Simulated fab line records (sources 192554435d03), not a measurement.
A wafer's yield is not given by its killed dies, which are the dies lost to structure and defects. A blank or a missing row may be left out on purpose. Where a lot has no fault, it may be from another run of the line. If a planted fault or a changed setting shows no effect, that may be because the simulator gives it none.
What tool caused it? ; flow n5_finfet ; 11 lots, 30 wafers sampled, at 2 steps of a route of 1938

== WHAT THE GAUGES SHOWED, per wafer ==
N5_BEOL_M6_OVL_MEAS_12.
lot;measured;on;M6_OVL (nm)
L214;day 8 17:07;overlay-02;-0.2 0.1 -1.5
L216;day 8 20:26;overlay-01;0.5 -0.3 -1.1
L215;day 9 13:08;overlay-02;-0.8 -1.9
L219;day 9 19:00;overlay-02;0.6 0.3
L218;day 9 21:19;overlay-01;-0.1 -0.4 -1.6
L222;day 10 19:41;overlay-02;-0.2 -0.6 -0.1
L224;day 11 17:25;overlay-01;1.0 -0.1 -0.1
L234;day 13 23:15;overlay-02;1.7 1.1 0.6
L232;day 13 23:19;overlay-02;-0.5 -0.8 0.6
L233;day 13 23:53;overlay-02;1.1 -0.3
L235;day 14 06:59;overlay-01;0.3 -0.1 0.7

N5_BEOL_M6_OVL_MEAS_29.
lot;measured;on;V5_OVL (nm)
L214;day 8 19:19;overlay-01;-0.2 -0.7 -0.3
L216;day 8 22:02;overlay-01;0.0 -0.1 -0.1
L215;day 9 15:18;overlay-01;0.1 0.5
L219;day 9 20:02;overlay-01;0.5 0.8
L218;day 9 22:12;overlay-01;-0.8 0.2 0.0
L222;day 10 20:34;overlay-02;0.9 -0.3 1.0
L224;day 11 19:58;overlay-01;0.2 0.6 1.2
L234;day 14 00:43;overlay-02;-0.1 -0.7 -0.7
L232;day 14 00:52;overlay-01;-0.2 0.0 0.4
L233;day 14 01:04;overlay-01;0.9 0.8
L235;day 14 08:01;overlay-02;0.1 -0.2 -0.5

== TOOL THAT RAN EACH LOT (tool first, then ch and the chambers of the sampled wafers, then the start) ==
The record holds no process step before these readings.

== WHAT THE TOOLS THEMSELVES READ (means of the sampled wafers that have a number; where no wafer has one, the mark that the record gives instead) ==
The record holds no such reading with a usual standard deviation.

== THE ANSWER, worked out from the rows above alone ==
Rule: the lots themselves supply what counts as usual. The widest of any qualifying gaps counts: lots, ordered by their means at a reading, are off when they make up no more than a third of the lots, leave a main group of 4 or more, and stand apart from it by 3 or more times the standard deviation of that group's means. A main group is skipped when, at the precision printed for the reading in the tables above, its means are all equal. Also off: a lot with no number at a reading for which 4 or more lots have one. Any other lot the step has rows for is counted as sound. First the gauges in route order, then the tools' own readings, where a lot's mean is used as printed above. At the first step where some lot is off, the reading lying furthest off is the one used; lots without a number count as furthest.
No lot is off at any reading shown: from this, nothing can be told.

== WHAT THE SIMULATOR HAD PUT IN ==
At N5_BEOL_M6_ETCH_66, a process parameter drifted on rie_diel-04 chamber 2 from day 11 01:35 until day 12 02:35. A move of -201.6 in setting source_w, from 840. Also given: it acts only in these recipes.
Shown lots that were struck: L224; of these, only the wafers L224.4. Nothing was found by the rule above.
